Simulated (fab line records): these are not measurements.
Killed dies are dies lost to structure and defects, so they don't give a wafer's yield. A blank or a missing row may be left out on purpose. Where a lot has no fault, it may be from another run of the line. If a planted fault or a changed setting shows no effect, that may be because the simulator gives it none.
fab line records	flow n5-finfet
record lots=4	wafers=12	last-day=15
route steps=1938 shown MOL_CONTACT_COAG@566 BEOL_M4@1111 PASSIVATION@1936
lots with no fault: from the same line, run without faults
start-h: hours from the record's first day to the start of the lot's first wafer shown	wait-h: time in hours since the lot's previous step	" same as the row above	L1.1+2: a single row standing in for several wafers	- either no value or no given start	* or withheld: withheld	< > ~ a bound
route shown NAME@n: a module of which the file shows steps, and the number in the route of the first	usual: mean and standard deviation over wafers with no fault	same: alike in all rows	chamber/n: place in a boat	sites: the reading at each site	_std_site: standard deviation across them	_edge_site: outer sites' mean less inner sites'	radius-mm: for every site, how far away it sits from the centre of the wafer	mask NAME#n: copy n	behind: the tool/chamber that last shaped the wafer	hold: what put the lot on hold/how long, in hours/how the hold closed	device: names the non-switching transistor (n, p or np)	end of line: tests run on the same wafers once the route is complete	a step without rows: its recipe alone	killed: at the first sort, the dies lost to defects and structure; wafer yield is something else	map: dies across one wafer; x = killed, . = not, _ = none there
set.NAME: the setting that was run; set.NAME@STEP: the one run at that earlier step	model.NAME: the simulator's own value behind a step, which no gauge read
lots seen at some steps along the route; tables by step, rows by wafer
services: the hour from which a tool's chamber was out of use, counted from the record's first day as start-h (under 0 if before that day), plus the number of hours and why
## steps
# step N5_MOL_CONTACT_COAG_COAT_77
# recipe resist=underlayer	temp-c=205	time-s=60	spin-rpm=1500	resist-thk-nm=10
# step N5_MOL_CONTACT_COAG_COAT_78
# recipe resist=CAR-EUV	spin-rpm=1500	resist-thk-nm=40
# step N5_MOL_CONTACT_COAG_EBR_80
# recipe solvent=PGMEA	ebr-width-mm=1.5
# step N5_MOL_CONTACT_COAG_SOFTBAKE_79
# recipe temp-c=110	time-s=60	resist=CAR-EUV
# step N5_MOL_CONTACT_COAG_EXPOSE_81
# recipe mask-id=VG	na=0.33	source-shape=annular	sigma-inner=0.3	sigma-outer=0.7	polarization=unpolarized	defocus-nm=0	dose-mj=59.5
# step N5_MOL_CONTACT_COAG_PEB_82
# recipe peb-temp-c=100	peb-time-s=60	resist=CAR-EUV
# step N5_MOL_CONTACT_COAG_DEVELOP_83
# recipe develop-time-s=30	developer=TMAH	resist=CAR-EUV	rinse-liquid=surfactant-rinse	dry=air-spin	dev-temp-c=23
# step N5_MOL_CONTACT_COAG_DESCUM_88
# recipe chemistry=O2	time-s=7	source-power-w=50	bias-power-w=20	pressure-mtorr=20	rf-frequency-hz=2.712e+07	temp-c=40	resist=CAR-EUV	o2-flow-sccm=225
# step N5_MOL_CONTACT_COAG_ETCH_89
# recipe chemistry=N2/H2	target=underlayer	target-depth-a=130	mask-material=CAR-EUV	time-s=10.4	ion-energy-ev=200	pressure-mtorr=30	source-w=840	bias-w=150	n2-flow-sccm=200	h2-flow-sccm=200	ends=cleared
# step N5_MOL_CONTACT_COAG_ETCH_90
# recipe chemistry=CF4	target=SiARC	target-depth-a=130	mask-material=CAR-EUV	time-s=21.7	ion-energy-ev=80	pressure-mtorr=40	source-w=545	bias-w=36	Ar_flow_sccm=100	cf4-flow-sccm=100	ends=cleared
# usual bias-w=35.99/0.12	cf4-flow-sccm=100.02/0.28	drypump-motor-current-A=5.6/0.43	etch-rf-on-time-s=21.6/0.48	oes-product-au=0.66/0.075	rf-vpp-V=184.0/1.1	showerhead-plenum-p-Torr=2.13/0.066	throttle-valve-pct=15.57/0.17
lot.wafer	tool	chamber	start-h	wait-h	bias-w	cf4-flow-sccm	drypump-motor-current-A	etch-rf-on-time-s	oes-product-au	rf-hours-counter-h	rf-vpp-V	showerhead-plenum-p-Torr	throttle-valve-pct	model.CAR-EUV_of_MOL_CONTACT_COAG_COAT_78.thk-nm
L438.1	rie-diel-05	0	152.89	0.0	-	-	-	-	-	-	-	-	-	24.4
L438.5	"	3	"	"	-	-	-	-	-	-	-	-	-	24.6
L438.6	"	0	"	"	-	-	-	-	-	-	-	-	-	24.4
L439.4	rie-diel-06	3	159.42	0.0	-	-	-	-	-	-	-	-	-	24.8
L439.5	"	1	"	"	-	-	-	-	-	-	-	-	-	24.6
L439.6	"	0	"	"	-	-	-	-	-	-	-	-	-	24.8
L443.1	rie-diel-06	1	185.12	0.0	36.06	100.53	5.4	21.3	0.67	141	183.7	2.14	15.36	17
L443.4	"	0	"	"	35.75	100.27	5.0	22.5	0.58	239	185.2	2.20	15.84	17.2
L443.6	"	3	"	"	36.07	99.85	6.4	21.6	0.61	-	181.1	2.04	15.61	17
L446.3	rie-diel-06	1	199.39	0.0	36.09	100.51	5.4	21.3	0.66	146	183.4	2.14	15.37	17
L446.4	"	0	"	"	35.80	100.24	5.0	22.5	0.58	244	183.6	2.19	15.87	17.2
L446.5	"	0	"	"	35.94	99.83	5.0	22.3	0.58	-	184.6	2.19	15.87	17
# step N5_MOL_CONTACT_COAG_ALD_131
# recipe material=SiO2	target-thk-a=50	temp-c=100	ald-precursor-family=BDEAS	ald-co-reactant=O2-plasma	pulse-time-s=1	co-reactant-pulse-time-s=1	purge-time-s=2	co-reactant-purge-time-s=2	ald-cycles=35	pressure-torr=2
# step N5_MOL_CONTACT_COAG_ETCHBACK_132
# recipe chemistry=CHF3	target=SiO2	target-depth-a=100	time-s=6.7	ion-energy-ev=200	pressure-mtorr=30	source-w=610	bias-w=170	Ar_flow_sccm=200	CHF3_flow_sccm=50
# usual drypump-motor-current-A=5.7/0.41	oes-product-au=0.78/0.085	rf-vpp-V=526/9.9	showerhead-plenum-p-Torr=2.36/0.068	throttle-valve-pct=18.69/0.15
# same time-s=6.7
lot.wafer	tool	chamber	start-h	wait-h	drypump-motor-current-A	oes-product-au	rf-hours-counter-h	rf-vpp-V	showerhead-plenum-p-Torr	throttle-valve-pct	model.CAR-EUV_of_MOL_CONTACT_COAG_COAT_78.thk-nm
L438.1	rie-diel-05	1	153.17	0.1	5.2	0.28	177	522	2.37	18.65	23
L438.5	"	2	"	"	5.6	0.29	-	539	2.48	18.35	23.2
L438.6	"	3	"	"	5.2	0.35	-	534	2.34	18.69	23
L439.4	rie-diel-06	3	159.67	0.1	6.4	0.27	-	524	2.28	18.59	23.4
L439.5	"	0	"	"	5.0	0.27	-	540	2.45	18.82	23.2
L439.6	"	1	"	"	5.4	0.29	-	521	2.38	18.31	23.4
L443.1	rie-diel-03	2	185.59	0.3	6.2	0.75	173	522	2.28	18.74	15.6
L443.4	"	0	"	"	6.1	0.81	106	521	2.31	18.76	15.8
L443.6	"	3	"	"	5.6	0.88	-	529	2.33	18.64	15.6
L446.3	rie-diel-05	0	199.65	0.1	5.7	0.71	199	505	2.36	18.80	15.6
L446.4	"	3	"	"	5.2	0.91	23	533	2.34	18.82	15.6
L446.5	"	1	"	"	5.2	0.71	-	522	2.36	18.76	15.8
# step N5_MOL_CONTACT_COAG_STRIP_92
# recipe chemistry=N2/H2	temp-c=40	n2-flow-sccm=200	h2-flow-sccm=200	rf-frequency-hz=6e+07
# step N5_MOL_CONTACT_COAG_STRIP_93
# recipe chemistry=N2/H2	temp-c=40	n2-flow-sccm=200	h2-flow-sccm=200	rf-frequency-hz=6e+07
# step N5_MOL_CONTACT_COAG_ETCHBACK_135
# recipe chemistry=CHF3	target=SiO2	target-depth-a=250	time-s=16.7	ion-energy-ev=200	pressure-mtorr=30	source-w=610	bias-w=170	Ar_flow_sccm=200	CHF3_flow_sccm=50
# step N5_MOL_CONTACT_COAG_STRIP_118
# recipe chemistry=CHF3	resist=SiARC	rf-frequency-hz=6e+07
# step N5_MOL_CONTACT_COAG_VIA_ETCH_46
# recipe chemistry=C4F6/O2	target-depth-a=460	overetch-a=92	mask-material=SOC	target=SiO2	bias-w=455	pressure-mtorr=10	time-s=40	source-w=325	Ar_flow_sccm=300	C4F6_flow_sccm=10	O2_flow_sccm=10	ion-energy-ev=575.3	ends=end-point
# step N5_MOL_CONTACT_COAG_STRIP_96
# recipe chemistry=N2/H2	power-w=500	temp-c=40	pressure-mtorr=50	rf-frequency-hz=6e+07	overash-fraction=0.3	bias-power-w=28	h2-frac=0.5	n2-flow-sccm=300	h2-flow-sccm=300
# step N5_MOL_CONTACT_COAG_ETCH_47
# recipe chemistry=CH3F/O2	target=SiNx	target-depth-a=270	mask-material=SiO2	stop-on=W	over-etch-frac=0.2	ion-energy-ev=120	endpoint=OES-CN	pressure-mtorr=30	source-w=395	bias-w=73	Ar_flow_sccm=150	CH3F_flow_sccm=30	O2_flow_sccm=20	ends=end-point
# step N5_MOL_CONTACT_COAG_STRIP_119
# recipe chemistry=N2/H2	time-s=30	power-w=1000	temp-c=250	pressure-mtorr=withheld	n2-flow-sccm=1750	h2-flow-sccm=3250
# step N5_MOL_CONTACT_COAG_PRECLEAN_144
# recipe chemistry=alkaline-clean	temp-c=60	time-s=60	do-ppb=50
# step N5_MOL_CONTACT_COAG_SRD_145
# recipe dry=ipa-marangoni	time-s=30	temp-c=23	rinse-liquid=diw
# step N5_MOL_CONTACT_COAG_CD_MEAS_137
# recipe target-cd-nm=16
# usual cd-nm=16.0/0.36
lot.wafer	tool	chamber	start-h	wait-h	cd-nm
L438.1	cd-sem-02	-	153.66	0.0	-
L438.5	"	-	"	"	-
L438.6	"	-	"	"	-
L439.4	cd-sem-01	-	160.15	0.0	-
L439.5	"	-	"	"	-
L439.6	"	-	"	"	-
L443.1	cd-sem-03	-	186.08	0.0	16.4
L443.4	"	-	"	"	15.8
L443.6	"	-	"	"	15.6
L446.3	cd-sem-01	-	200.14	0.0	15.9
L446.4	"	-	"	"	15.7
L446.5	"	-	"	"	15.6
# step N5_MOL_CONTACT_COAG_COAT_62
# recipe resist=SOC	temp-c=250	time-s=60	spin-rpm=1500	resist-thk-nm=60
# step N5_BEOL_M4_RC_MEAS_101
# usual DIBL_N=35.8/1.8	DIBL_P=35.6/2	IOFF_N=0.148/0.028	IOFF_P=0.20/0.034	ION_N=672/12	ION_P=462/8.5	SS_N=71.2/0.65	SS_P=73.1/0.67	VT_N=251/3.3	VT_P=-251/3.8
lot.wafer	tool	chamber	start-h	wait-h	DIBL_N[mV/V]	DIBL_P[mV/V]	IOFF_N[nA/um]	IOFF_P[nA/um]	ION_N[uA/um]	ION_P[uA/um]	SS_N[mV/dec]	SS_P[mV/dec]	VT_N[mV]	VT_P[mV]
L443.1	prober-01	0	244.70	0.0	33.6	33.7	0.123	0.17	668	458	71.1	72.9	253	-252
L443.4	"	0	"	"	33.3	32.5	0.119	0.18	658	459	70.8	72.1	253	-251
L443.6	"	0	"	"	31.8	30.4	0.091	0.14	643	453	71.6	71.2	258	-256
L446.3	prober-02	0	264.51	0.3	33.9	33.7	0.088	0.12	642	441	71.0	72.9	262	-259
L446.4	"	0	"	"	39.0	40.2	0.174	0.21	670	449	72.3	73.7	253	-252
L446.5	"	0	"	"	37.0	36.8	0.135	0.15	655	441	71.7	73.3	256	-257
# step N5_PASSIVATION_PROBE_49
# usual defect-limited-yield=91.3/1.5	killed_at_M0_to_M3=34/11	killed_at_M4_up=14/6.1	killed-at-contacts=12/5.9	killed-at-front-end=39/11	killed-at-other=4/3.3	killed-dies=102/18	killed-on-rim=13/3.8	killed-open=67/13	killed-short=33/7.9	sort_bin_5_function=5.1/1	sort_bin_6_memory=3.3/0.7	sort_bin_8_speed=0.1/0.69	sort-n-pass=1077/19	sort-yield-pct=91.3/1.6
# same gross-dies=1180	killed-at-back-side=0	sort_bin_4_leakage[%]=0
lot.wafer	tool	chamber	start-h	wait-h	defect-limited-yield[%]	killed_at_M0_to_M3	killed_at_M4_up	killed-at-contacts	killed-at-front-end	killed-at-other	killed-dies	killed-on-rim	killed-open	killed-short	sort_bin_5_function[%]	sort_bin_6_memory[%]	sort_bin_8_speed[%]	sort-n-pass	sort-yield-pct[%]
L439.4	prober-02	-	320.20	0.2	0	28	11	1094	40	7	1180	152	56	39	96.7	3.0	0	0	0
L439.5	prober-02	-	320.25	0.2	0	31	20	1087	38	4	1180	152	71	35	96.4	3.1	0	0	0
L439.6	prober-02	-	320.30	0.3	0	25	10	1095	46	4	1180	152	60	31	96.9	2.8	0	0	0
L438.1	prober-01	-	322.02	0.0	0	28	8	1103	34	7	1180	152	49	33	96.9	2.6	0	0	0
L438.5	prober-01	-	322.22	0.2	0	37	14	1082	43	4	1180	152	60	50	95.3	4.2	0	0	0
L438.6	prober-01	-	322.27	0.3	0	27	15	1081	56	1	1180	152	75	30	96.5	2.8	0	0	0
L443.1	prober-01	-	343.61	0.0	92.4	30	19	8	30	3	90	12	59	27	4.4	3.0	0	1090	92.4
L443.4	prober-01	-	343.76	0.2	90.6	35	20	11	39	6	111	13	74	37	5.5	3.6	0	1069	90.6
L443.6	prober-01	-	343.86	0.3	91.4	25	24	9	32	11	101	10	68	32	5.6	2.8	0.1	1078	91.4
# killed by level:class
L439.4 MOL_CONTACT_COAG:area-etch=1081 MOL_CONTACT_COAG:geometric-particle:open=10 STI_FIN_REVEAL:geometric-particle:open=10 BEOL_M0_SAQP:geometric-particle:open=8 DUMMY_GATE:geometric-particle:short=7 BEOL_M0_SAQP:geometric-particle:short=6 DUMMY_GATE:geometric-particle:open=5 BEOL_M1:geometric-particle:open=5
L439.5 MOL_CONTACT_COAG:area-etch=1074 MOL_CONTACT_COAG:geometric-particle:open=11 BEOL_M4:geometric-particle:open=11 DUMMY_GATE:geometric-particle:open=10 BEOL_M0_SAQP:geometric-particle:short=10 GATE_CUT:geometric-particle:short=6 GATE_CUT:geometric-particle:open=5 BEOL_M0_SAQP:geometric-particle:open=5
L439.6 MOL_CONTACT_COAG:area-etch=1086 STI_FIN_REVEAL:geometric-particle:open=9 FIN_SAQP:geometric-particle:short=8 MOL_CONTACT_COAG:geometric-particle:open=8 GATE_CUT:geometric-particle:short=6 BEOL_M0_SAQP:geometric-particle:open=6 BEOL_M0_SAQP:geometric-particle:short=6 BEOL_M1:geometric-particle:open=6
L438.1 MOL_CONTACT_COAG:area-etch=1097 BEOL_M0_SAQP:geometric-particle:short=10 GATE_CUT:geometric-particle:open=9 BEOL_M1:geometric-particle:open=6 STI_FIN_REVEAL:geometric-particle:open=5 MOL_CONTACT_COAG:geometric-particle:short=4 BEOL_M0_SAQP:geometric-particle:open=4 STARTING-WAFER:geometric-particle:open=4
L438.5 MOL_CONTACT_COAG:area-etch=1069 BEOL_M0_SAQP:geometric-particle:short=13 BEOL_M0_SAQP:geometric-particle:open=10 GATE_CUT:geometric-particle:short=9 STI_FIN_REVEAL:geometric-particle:open=8 BEOL_M4:geometric-particle:open=8 FIN_SAQP:geometric-particle:open=7 MOL_CONTACT_COAG:geometric-particle:open=7
L438.6 MOL_CONTACT_COAG:area-etch=1071 STI_FIN_REVEAL:geometric-particle:open=17 MOL_CONTACT_COAG:geometric-particle:open=9 FIN_SAQP:geometric-particle:open=8 BEOL_M2:geometric-particle:open=7 BEOL_M2:geometric-particle:short=7 GATE_CUT:geometric-particle:open=6 DUMMY_GATE:geometric-particle:open=5
L443.1 BEOL_M4:geometric-particle:open=10 BEOL_M0_SAQP:geometric-particle:short=9 FIN_SAQP:geometric-particle:open=8 MOL_CONTACT_COAG:geometric-particle:open=8 BEOL_M0_SAQP:geometric-particle:open=7 STI_FIN_REVEAL:geometric-particle:open=5 BEOL_M3:geometric-particle:open=5 FIN_SAQP:geometric-particle:short=3
L443.4 FIN_SAQP:geometric-particle:open=11 BEOL_M3:geometric-particle:open=11 BEOL_M0_SAQP:geometric-particle:short=9 MOL_CONTACT_COAG:geometric-particle:open=9 FIN_SAQP:geometric-particle:short=8 BEOL_M0_SAQP:geometric-particle:open=8 BEOL_M4:geometric-particle:open=6 BEOL_M5:geometric-particle:open=5
L443.6 BEOL_M3:geometric-particle:open=11 BEOL_M4:geometric-particle:open=10 FIN_SAQP:geometric-particle:open=6 MOL_CONTACT_COAG:geometric-particle:open=6 GATE_CUT:geometric-particle:short=5 BEOL_M2:geometric-particle:open=5 DUMMY_GATE:geometric-particle:open=4 BEOL_M0_SAQP:geometric-particle:open=4
# map L438.1 (x killed, . not)
_________________xxxxxxxxxxxx________________
______________xxxxxxxxxxxxxxxxxx_____________
___________xxxxxxxxxxxxxxxxxxxxxxxx__________
__________xxxxxxxxxxxxxxxxxxxxxxxxxx_________
________xxxxxxxxxxxxxxxxxxxxxxxxxxxxxx_______
_______xxxxxxxxxxxxxxxxxxxxxxxxxxxxxxxx______
______xxxxxxxxxxxxxxxxxxxxxxxxxxxxxxxxxx_____
_____xxxxxxxxxxxxxxxxxxxxxxxxxxxxxxxxxxxx____
____xxxxxxxxxxxxxxxxxxxxxxxxxxxxxxxxxxxxxx___
___xxxxxxxxxxxxxxxxxxxxxxxxxxxxxxxxxxxxxxxx__
___xxxxxxxxxxxxxxxxxxxxxxxxxxxxxxxxxxxxxxxx__
__xxxxxxxxxxxxxxxxxxxxxxxxxxxxxxxxxxxxxxxxxx_
__xxxxxxxxxxxxxxxxxxxxxxxxxxxxxxxxxxxxxxxxxx_
_xxxxxxxxxxxxxxxxxxxxxxxxxxxxxxxxxxxxxxxxxxxx
_xxxxxxxxxxxxxxxxxxxxxxxxxxxxxxxxxxxxxxxxxxxx
_xxxxxxxxxxxxxxxxxxxxxxxxxxxxxxxxxxxxxxxxxxxx
_xxxxxxxxxxxxxxxxxxxxxxxxxxxxxxxxxxxxxxxxxxxx
_xxxxxxxxxxxxxxxxxxxxxxxxxxxxxxxxxxxxxxxxxxxx
_xxxxxxxxxxxxxxxxxxxxxxxxxxxxxxxxxxxxxxxxxxxx
_xxxxxxxxxxxxxxxxxxxxxxxxxxxxxxxxxxxxxxxxxxxx
_xxxxxxxxxxxxxxxxxxxxxxxxxxxxxxxxxxxxxxxxxxxx
__xxxxxxxxxxxxxxxxxxxxxxxxxxxxxxxxxxxxxxxxxx_
__xxxxxxxxxxxxxxxxxxxxxxxxxxxxxxxxxxxxxxxxxx_
___xxxxxxxxxxxxxxxxxxxxxxxxxxxxxxxxxxxxxxxx__
___xxxxxxxxxxxxxxxxxxxxxxxxxxxxxxxxxxxxxxxx__
____xxxxxxxxxxxxxxxxxxxxxxxxxxxxxxxxxxxxxx___
_____xxxxxxxxxxxxxxxxxxxxxxxxxxxxxxxxxxxx____
______xxxxxxxxxxxxxxxxxxxxxxxxxxxxxxxxxx_____
_______xxxxxxxxxxxxxxxxxxxxxxxxxxxxxxxx______
________xxxxxxxxxxxxxxxxxxxxxxxxxxxxxx_______
__________xxxxxxxxxxxxxxxxxxxxxxxxxx_________
___________xxxxxxxxxxxxxxxxxxxxxxxx__________
______________xxxxxxxxxxxxxxxxxx_____________
_________________xxxxxxxxxxxx________________
# map L439.4 (x killed, . not)
_________________xxxxxxxxxxxx________________
______________xxxxxxxxxxxxxxxxxx_____________
___________xxxxxxxxxxxxxxxxxxxxxxxx__________
__________xxxxxxxxxxxxxxxxxxxxxxxxxx_________
________xxxxxxxxxxxxxxxxxxxxxxxxxxxxxx_______
_______xxxxxxxxxxxxxxxxxxxxxxxxxxxxxxxx______
______xxxxxxxxxxxxxxxxxxxxxxxxxxxxxxxxxx_____
_____xxxxxxxxxxxxxxxxxxxxxxxxxxxxxxxxxxxx____
____xxxxxxxxxxxxxxxxxxxxxxxxxxxxxxxxxxxxxx___
___xxxxxxxxxxxxxxxxxxxxxxxxxxxxxxxxxxxxxxxx__
___xxxxxxxxxxxxxxxxxxxxxxxxxxxxxxxxxxxxxxxx__
__xxxxxxxxxxxxxxxxxxxxxxxxxxxxxxxxxxxxxxxxxx_
__xxxxxxxxxxxxxxxxxxxxxxxxxxxxxxxxxxxxxxxxxx_
_xxxxxxxxxxxxxxxxxxxxxxxxxxxxxxxxxxxxxxxxxxxx
_xxxxxxxxxxxxxxxxxxxxxxxxxxxxxxxxxxxxxxxxxxxx
_xxxxxxxxxxxxxxxxxxxxxxxxxxxxxxxxxxxxxxxxxxxx
_xxxxxxxxxxxxxxxxxxxxxxxxxxxxxxxxxxxxxxxxxxxx
_xxxxxxxxxxxxxxxxxxxxxxxxxxxxxxxxxxxxxxxxxxxx
_xxxxxxxxxxxxxxxxxxxxxxxxxxxxxxxxxxxxxxxxxxxx
_xxxxxxxxxxxxxxxxxxxxxxxxxxxxxxxxxxxxxxxxxxxx
_xxxxxxxxxxxxxxxxxxxxxxxxxxxxxxxxxxxxxxxxxxxx
__xxxxxxxxxxxxxxxxxxxxxxxxxxxxxxxxxxxxxxxxxx_
__xxxxxxxxxxxxxxxxxxxxxxxxxxxxxxxxxxxxxxxxxx_
___xxxxxxxxxxxxxxxxxxxxxxxxxxxxxxxxxxxxxxxx__
___xxxxxxxxxxxxxxxxxxxxxxxxxxxxxxxxxxxxxxxx__
____xxxxxxxxxxxxxxxxxxxxxxxxxxxxxxxxxxxxxx___
_____xxxxxxxxxxxxxxxxxxxxxxxxxxxxxxxxxxxx____
______xxxxxxxxxxxxxxxxxxxxxxxxxxxxxxxxxx_____
_______xxxxxxxxxxxxxxxxxxxxxxxxxxxxxxxx______
________xxxxxxxxxxxxxxxxxxxxxxxxxxxxxx_______
__________xxxxxxxxxxxxxxxxxxxxxxxxxx_________
___________xxxxxxxxxxxxxxxxxxxxxxxx__________
______________xxxxxxxxxxxxxxxxxx_____________
_________________xxxxxxxxxxxx________________
## services
tool	chamber	start-h	hours	kind
rie-diel-06	2	158.01	-	clean
rie-diel-06	2	158.01	-	consumable-replace:focus-ring
rie-diel-06	2	158.01	-	consumable-replace:showerhead
rie-diel-06	2	158.01	24.5	scheduled-down
rie-diel-06	2	158.01	24.5	vent-cycle
rie-diel-05	2	169.34	16.3	repair
rie-diel-05	0	170.33	5.8	repair
## key
first-sign step=N5_MOL_CONTACT_COAG_ETCH_90	reading=tool-record	direction=missing
effect step=N5_MOL_CONTACT_COAG_ETCHBACK_132	reading=oes-product-au	direction=down	sigmas=5.8	usual=0.78	struck=0.29
effect step=N5_MOL_CONTACT_COAG_CD_MEAS_137	reading=cd-nm	direction=missing
effect step=N5_PASSIVATION_PROBE_49	reading=killed-at-contacts	direction=up	sigmas=99+	usual=12	struck=1090
model-effect step=N5_MOL_CONTACT_COAG_ETCH_90	value=CAR-EUV_of_MOL_CONTACT_COAG_COAT_78.thk-nm	without=16.97	struck=24.6
model-effect step=N5_MOL_CONTACT_COAG_ETCHBACK_132	value=CAR-EUV_of_MOL_CONTACT_COAG_COAT_78.thk-nm	without=15.5	struck=23.2
more-kills-born-at N5_MOL_CONTACT_COAG_ETCH_90@rie-diel-06=3241	N5_MOL_CONTACT_COAG_ETCH_90@rie-diel-05=3237
met-at N5_MOL_CONTACT_COAG_ETCH_90
struck-wafers L438.1,L438.5,L438.6,L439.4,L439.5,L439.6
later-rows-left-out L438.1,L438.5,L438.6,L439.4,L439.5,L439.6
fault kind=skipped-step-whole	tool=rie-diel-05,rie-diel-06	chamber=-	onset-h=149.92	steps=N5_MOL_CONTACT_COAG_ETCH_90	scope=struck-lots-only
# later-rows-left-out: the simulator's readings of these wafers behind a module that went badly wrong aren't trusted and aren't shown, but for the sort
